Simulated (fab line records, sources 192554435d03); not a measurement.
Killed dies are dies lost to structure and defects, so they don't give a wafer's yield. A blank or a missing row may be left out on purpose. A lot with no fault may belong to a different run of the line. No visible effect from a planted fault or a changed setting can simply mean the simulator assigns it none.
Matching of chambers + flow n5-finfet + N5_GATE_CUT_ETCH_28 on rie-diel-03: 4 sister chambers
The step etches underlayer in N2/H2, target depth 13 nm, time 10.4 s. 8 wafers are shown with their chamber, then 12 later ones without.

== WAFERS, EACH WITH ITS CHAMBER ==
| wafer  | chamber | throttle-valve-pct (%) | showerhead-plenum-p-Torr (Torr) |
|--------|---------|------------------------|---------------------------------|
| L079.3 | 1       | 18.23                  | 2.63                            |
| L079.4 | 2       | 17.78                  | 2.59                            |
| L083.5 | 1       | 18.24                  | 2.62                            |
| L085.1 | 2       | 17.79                  | 2.59                            |
| L085.4 | 0       | 18.26                  | 2.53                            |
| L086.1 | 3       | 17.79                  | 2.67                            |
| L086.4 | 3       | 17.78                  | 2.67                            |
| L086.6 | 0       | 18.30                  | 2.53                            |

== WAFERS WITH NO CHAMBER GIVEN ==
| wafer  | throttle-valve-pct (%) | showerhead-plenum-p-Torr (Torr) |
|--------|------------------------|---------------------------------|
| L090.1 | 18.32                  | 2.53                            |
| L090.2 | 17.79                  | 2.67                            |
| L090.3 | 17.78                  | 2.62                            |
| L091.1 | 17.79                  | 2.62                            |
| L091.3 | 18.31                  | 2.53                            |
| L091.6 | 18.30                  | 2.53                            |
| L093.1 | 17.79                  | 2.62                            |
| L093.4 | 17.81                  | 2.67                            |
| L093.6 | 17.83                  | 2.58                            |
| L095.2 | 17.80                  | 2.62                            |
| L095.4 | 18.33                  | 2.52                            |
| L095.5 | 18.32                  | 2.52                            |

== THE CHAMBER EACH PASSED THROUGH ==
| wafer  | from the rows above | in truth                   |
|--------|---------------------|----------------------------|
| L090.1 | 0                   | 0                          |
| L090.2 | 3                   | 3                          |
| L090.3 | 2                   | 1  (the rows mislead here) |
| L091.1 | 2                   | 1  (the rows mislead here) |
| L091.3 | 0                   | 0                          |
| L091.6 | 0                   | 0                          |
| L093.1 | 2                   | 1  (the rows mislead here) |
| L093.4 | 3                   | 3                          |
| L093.6 | 2                   | 2                          |
| L095.2 | 2                   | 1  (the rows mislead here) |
| L095.4 | 0                   | 0                          |
| L095.5 | 0                   | 0                          |
8 of 12 placed correctly. Number that these rows cannot place: 0. Number placed wrongly: 4.
How it was worked out, from the rows above alone: a wafer's distance from a chamber is the root of the sum, over the readings, of the square of ((its reading less the chamber's mean) divided by the reading's scatter). If the next closest chamber is less than 2 further off than the closest, the wafer can't be placed; otherwise it belongs to the closest. For every chamber, the mean is computed from those of its wafers that are shown. The scatter: the root of (the sum of the squares of (reading less its chamber's mean) over the shown wafers, divided by (wafers less chambers)).
